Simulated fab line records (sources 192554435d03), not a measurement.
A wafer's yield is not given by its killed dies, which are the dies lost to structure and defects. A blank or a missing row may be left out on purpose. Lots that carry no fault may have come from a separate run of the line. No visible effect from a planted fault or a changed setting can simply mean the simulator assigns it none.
Split-lot trial + flow n5Finfet + 21 wafers read from 7 lots, route of 1938 steps

== THE SPLIT ITSELF ==
At N5_BEOL_M12_ILD_DEP_00 (deposits SiOC from DEMS/O2, target thk 658.92 nm, time 130.7 s), the setting timeS was moved away from the recipe's 130.7 s on 6 of the 21 wafers read, by -13.2% to +11.6%. This setting was run at the recipe's value on the other wafers.

The file shows no step between the split and the reading.

== THE READING ==
M12_ILD_THK in nanometres, read at N5_BEOL_M12_THK_MEAS_01. A value of 658 nm with a standard deviation of 8.9 nm is what fault-free wafers of this fab line usually give.

| wafer  | tool, chamber at the split | timeS as run, s | against the recipe | M12_ILD_THK, nm | against lot-mates on the recipe |
|--------|----------------------------|-----------------|--------------------|-----------------|---------------------------------|
| L075.2 | pecvd-01, 0                | 113.6           | -13.1%             | 545             | -110                            |
| L075.5 | pecvd-01, 1                | 130.7           | recipe             | 654             | -                               |
| L075.6 | pecvd-01, 0                | 130.7           | recipe             | 656             | -                               |
| L081.2 | pecvd-04, 0                | 136.8           | +4.7%              | 681             | +39                             |
| L081.3 | pecvd-04, 1                | 130.7           | recipe             | 642             | -                               |
| L081.6 | pecvd-04, 1                | 136.8           | +4.7%              | 682             | +40                             |
| L083.1 | pecvd-01, 2                | 145.8           | +11.6%             | 733             | +68                             |
| L083.4 | pecvd-01, 0                | 145.8           | +11.6%             | 744             | +79                             |
| L083.5 | pecvd-01, 1                | 130.7           | recipe             | 665             | -                               |
| L085.2 | pecvd-03, 2                | 130.7           | recipe             | 657             | -                               |
| L085.5 | pecvd-03, 1                | 130.7           | recipe             | 672             | -                               |
| L085.6 | pecvd-03, 0                | 130.7           | recipe             | 669             | -                               |
| L087.3 | pecvd-01, 0                | 130.7           | recipe             | 646             | -                               |
| L087.5 | pecvd-01, 1                | 130.7           | recipe             | 649             | -                               |
| L087.6 | pecvd-01, 0                | 130.7           | recipe             | 667             | -                               |
| L094.3 | pecvd-04, 0                | 130.7           | recipe             | 662             | -                               |
| L094.5 | pecvd-04, 2                | 113.5           | -13.2%             | 570             | -94                             |
| L094.6 | pecvd-04, 0                | 130.7           | recipe             | 665             | -                               |
| L095.1 | pecvd-01, 1                | 130.7           | recipe             | 657             | -                               |
| L095.4 | pecvd-01, 0                | 130.7           | recipe             | 666             | -                               |
| L095.5 | pecvd-01, 2                | 130.7           | recipe             | 667             | -                               |

THE FIT
A straight line over all 21 wafers: M12_ILD_THK changes by +7.21 nm for each +1% of timeS; r = +0.97; the points scatter about the line by 9.8 nm.
The same after taking each lot's own level away (the mean of its wafers on the recipe; 21 wafers): +7.24 nm for each +1%; r = +0.99; scatter 7.2 nm.
Per that fit: largest timeS move, reading shift of 95 nm.
The lots' own levels span 642.0 to 666.0 nm, that is 2.7 times the standard deviation above.
Hence the lot-to-lot level has little effect on the slope; both slopes agree.
Check: -97.8 nm against its lot-mates is what the line predicts for one of the wafers moved furthest among these (-13.2%) when that wafer is left out of the fit. It came out at -93.5 nm against them.

== ADDITIONAL SPLITS CARRIED BY THESE WAFERS ==
Other splits were also applied to these wafers ahead of the reading. Each is held against what the fit with the lots' levels taken away leaves over:
| other split on the same wafers | wafers away from the commonest value | r with M12_ILD_THK (lot level and that fit taken away) |
|--------------------------------|--------------------------------------|--------------------------------------------------------|
| N5_BEOL_M10_EXPOSE_08 doseMj   | 6                                    | +0.05                                                  |
| N5_BEOL_M11_PECVD_70 tempC     | 11                                   | -0.24                                                  |

== THE WHOLE CHAIN: every reading that the file lists as answering this split, in the file's order ==
| step                    | what it does                                                   | reading                                                                            | change (the file's fit)              | r (the file's) |
|-------------------------|----------------------------------------------------------------|------------------------------------------------------------------------------------|--------------------------------------|----------------|
| N5_BEOL_M12_ILD_DEP_00  | deposits SiOC from DEMS/O2, target thk 658.92 nm, time 130.7 s | SiOC_of_BEOL_M12_ILD_DEP_00.thkNm (the simulator's own value, which no gauge read) | +7.42 nm for each +1% of the setting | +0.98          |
| N5_BEOL_M12_THK_MEAS_01 |                                                                | M12_ILD_THK                                                                        | +7.42 for each +1% of the setting    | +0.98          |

== THE FILE'S OWN FIT ==
M12_ILD_THK changes by +7.42 nm for each +1% of timeS, r = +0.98.
